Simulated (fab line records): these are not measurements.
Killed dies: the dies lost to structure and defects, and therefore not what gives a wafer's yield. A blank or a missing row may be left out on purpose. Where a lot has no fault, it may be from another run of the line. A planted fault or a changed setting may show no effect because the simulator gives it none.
Lot-split experiment || flow n5Finfet || route with 1938 steps; 7 lots, 21 wafers read

## ABOUT THE SPLIT
At N5_BEOL_M7_HM_DEP_02 (deposits TiN, target thk 20 nm), the setting targetThkA was moved away from the recipe's 200 angstrom on 7 of the 21 wafers read, by -12.3% to -9.2%. The other wafers ran this setting at the recipe's value.

Reading taken at the split's own step.

## THE READING
TiN_of_BEOL_M7_HM_DEP_02.thkNm (the simulator's own value, which no gauge read), in nm, at N5_BEOL_M7_HM_DEP_02 (deposits TiN, target thk 20 nm). The file gives no usual value for it. The 14 wafers here that ran the recipe average 20.1 nm, standard deviation 0.21 nm.

{"wafer": "L075.1", "tool, chamber at the split": "pvdSputter-03, -", "targetThkA as run, angstrom": 200, "against the recipe": "recipe", "TiN_of_BEOL_M7_HM_DEP_02.thkNm, nm": 20, "against lot-mates on the recipe": "-"}
{"wafer": "L075.3", "tool, chamber at the split": "pvdSputter-03, -", "targetThkA as run, angstrom": 200, "against the recipe": "recipe", "TiN_of_BEOL_M7_HM_DEP_02.thkNm, nm": 20, "against lot-mates on the recipe": "-"}
{"wafer": "L075.4", "tool, chamber at the split": "pvdSputter-03, -", "targetThkA as run, angstrom": 200, "against the recipe": "recipe", "TiN_of_BEOL_M7_HM_DEP_02.thkNm, nm": 20, "against lot-mates on the recipe": "-"}
{"wafer": "L083.1", "tool, chamber at the split": "pvdSputter-03, -", "targetThkA as run, angstrom": 200, "against the recipe": "recipe", "TiN_of_BEOL_M7_HM_DEP_02.thkNm, nm": 20.2, "against lot-mates on the recipe": "-"}
{"wafer": "L083.2", "tool, chamber at the split": "pvdSputter-03, -", "targetThkA as run, angstrom": 200, "against the recipe": "recipe", "TiN_of_BEOL_M7_HM_DEP_02.thkNm, nm": 20, "against lot-mates on the recipe": "-"}
{"wafer": "L083.6", "tool, chamber at the split": "pvdSputter-03, -", "targetThkA as run, angstrom": 200, "against the recipe": "recipe", "TiN_of_BEOL_M7_HM_DEP_02.thkNm, nm": 19.8, "against lot-mates on the recipe": "-"}
{"wafer": "L084.3", "tool, chamber at the split": "pvdSputter-02, -", "targetThkA as run, angstrom": 200, "against the recipe": "recipe", "TiN_of_BEOL_M7_HM_DEP_02.thkNm, nm": 20.2, "against lot-mates on the recipe": "-"}
{"wafer": "L084.4", "tool, chamber at the split": "pvdSputter-02, -", "targetThkA as run, angstrom": 200, "against the recipe": "recipe", "TiN_of_BEOL_M7_HM_DEP_02.thkNm, nm": 19.6, "against lot-mates on the recipe": "-"}
{"wafer": "L084.6", "tool, chamber at the split": "pvdSputter-02, -", "targetThkA as run, angstrom": 200, "against the recipe": "recipe", "TiN_of_BEOL_M7_HM_DEP_02.thkNm, nm": 20, "against lot-mates on the recipe": "-"}
{"wafer": "L089.1", "tool, chamber at the split": "pvdSputter-01, -", "targetThkA as run, angstrom": 200, "against the recipe": "recipe", "TiN_of_BEOL_M7_HM_DEP_02.thkNm, nm": 20.2, "against lot-mates on the recipe": "-"}
{"wafer": "L089.2", "tool, chamber at the split": "pvdSputter-01, -", "targetThkA as run, angstrom": 181.2, "against the recipe": "-9.4%", "TiN_of_BEOL_M7_HM_DEP_02.thkNm, nm": 18.4, "against lot-mates on the recipe": -1.8}
{"wafer": "L089.4", "tool, chamber at the split": "pvdSputter-01, -", "targetThkA as run, angstrom": 181.2, "against the recipe": "-9.4%", "TiN_of_BEOL_M7_HM_DEP_02.thkNm, nm": 18, "against lot-mates on the recipe": -2.2}
{"wafer": "L091.4", "tool, chamber at the split": "pvdSputter-02, -", "targetThkA as run, angstrom": 200, "against the recipe": "recipe", "TiN_of_BEOL_M7_HM_DEP_02.thkNm, nm": 20.4, "against lot-mates on the recipe": "-"}
{"wafer": "L091.5", "tool, chamber at the split": "pvdSputter-02, -", "targetThkA as run, angstrom": 175.4, "against the recipe": "-12.3%", "TiN_of_BEOL_M7_HM_DEP_02.thkNm, nm": 17.8, "against lot-mates on the recipe": -2.6}
{"wafer": "L091.6", "tool, chamber at the split": "pvdSputter-02, -", "targetThkA as run, angstrom": 175.4, "against the recipe": "-12.3%", "TiN_of_BEOL_M7_HM_DEP_02.thkNm, nm": 17.8, "against lot-mates on the recipe": -2.6}
{"wafer": "L095.3", "tool, chamber at the split": "pvdSputter-03, -", "targetThkA as run, angstrom": 181.7, "against the recipe": "-9.2%", "TiN_of_BEOL_M7_HM_DEP_02.thkNm, nm": 18.4, "against lot-mates on the recipe": -2.0}
{"wafer": "L095.4", "tool, chamber at the split": "pvdSputter-03, -", "targetThkA as run, angstrom": 200, "against the recipe": "recipe", "TiN_of_BEOL_M7_HM_DEP_02.thkNm, nm": 20.4, "against lot-mates on the recipe": "-"}
{"wafer": "L095.5", "tool, chamber at the split": "pvdSputter-03, -", "targetThkA as run, angstrom": 181.7, "against the recipe": "-9.2%", "TiN_of_BEOL_M7_HM_DEP_02.thkNm, nm": 18.2, "against lot-mates on the recipe": -2.2}
{"wafer": "L097.2", "tool, chamber at the split": "pvdSputter-02, -", "targetThkA as run, angstrom": 200, "against the recipe": "recipe", "TiN_of_BEOL_M7_HM_DEP_02.thkNm, nm": 20, "against lot-mates on the recipe": "-"}
{"wafer": "L097.4", "tool, chamber at the split": "pvdSputter-02, -", "targetThkA as run, angstrom": 200, "against the recipe": "recipe", "TiN_of_BEOL_M7_HM_DEP_02.thkNm, nm": 20, "against lot-mates on the recipe": "-"}
{"wafer": "L097.5", "tool, chamber at the split": "pvdSputter-02, -", "targetThkA as run, angstrom": 175.9, "against the recipe": "-12.0%", "TiN_of_BEOL_M7_HM_DEP_02.thkNm, nm": 17.8, "against lot-mates on the recipe": -2.2}

THE FIT
A straight line over all 21 wafers: TiN_of_BEOL_M7_HM_DEP_02.thkNm changes by +0.189 nm for each +1% of targetThkA; r = +0.98; the points scatter about the line by 0.19 nm.
The same after taking each lot's own level away (the mean of its wafers on the recipe; 21 wafers): +0.21 nm for each +1%; r = +0.99; scatter 0.17 nm.
On that fit, the largest move of targetThkA shifts the reading by 2.6 nm.
The span of the lots' own levels, 19.93 to 20.40 nm, comes to 2.3 times the standard deviation stated above.
Consequently the slope shifts little with the lot-to-lot level, the two slopes agreeing.
Check: -2.58 nm against its lot-mates is what the line predicts for one of the wafers moved furthest among these (-12.3%) when that wafer is left out of the fit. It came out at -2.6 nm against them.

## THESE WAFERS: OTHER SPLITS
Note: prior to the reading, these wafers also went through further splits. Each is held against what the fit with the lots' levels taken away leaves over:
{"other split on the same wafers": "N5_BEOL_M3_TRENCH_ETCH_37 timeS", "wafers away from the commonest value": 6, "r with TiN_of_BEOL_M7_HM_DEP_02.thkNm (lot level and that fit taken away)": -0.40}
{"other split on the same wafers": "N5_BEOL_M4_TRENCH_ETCH_37 biasW", "wafers away from the commonest value": 7, "r with TiN_of_BEOL_M7_HM_DEP_02.thkNm (lot level and that fit taken away)": "+0.18"}
{"other split on the same wafers": "N5_BEOL_M5_HM_DEP_02 targetThkA", "wafers away from the commonest value": 7, "r with TiN_of_BEOL_M7_HM_DEP_02.thkNm (lot level and that fit taken away)": -0.17}
{"other split on the same wafers": "N5_BEOL_M5_EXPOSE_08 doseMj", "wafers away from the commonest value": 8, "r with TiN_of_BEOL_M7_HM_DEP_02.thkNm (lot level and that fit taken away)": -0.18}
{"other split on the same wafers": "N5_BEOL_M6_COAT_71 spinRpm", "wafers away from the commonest value": 7, "r with TiN_of_BEOL_M7_HM_DEP_02.thkNm (lot level and that fit taken away)": -0.16}

## FILE'S OWN FIT
TiN_of_BEOL_M7_HM_DEP_02.thkNm changes by +0.206 nm for each +1% of targetThkA, r = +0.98.
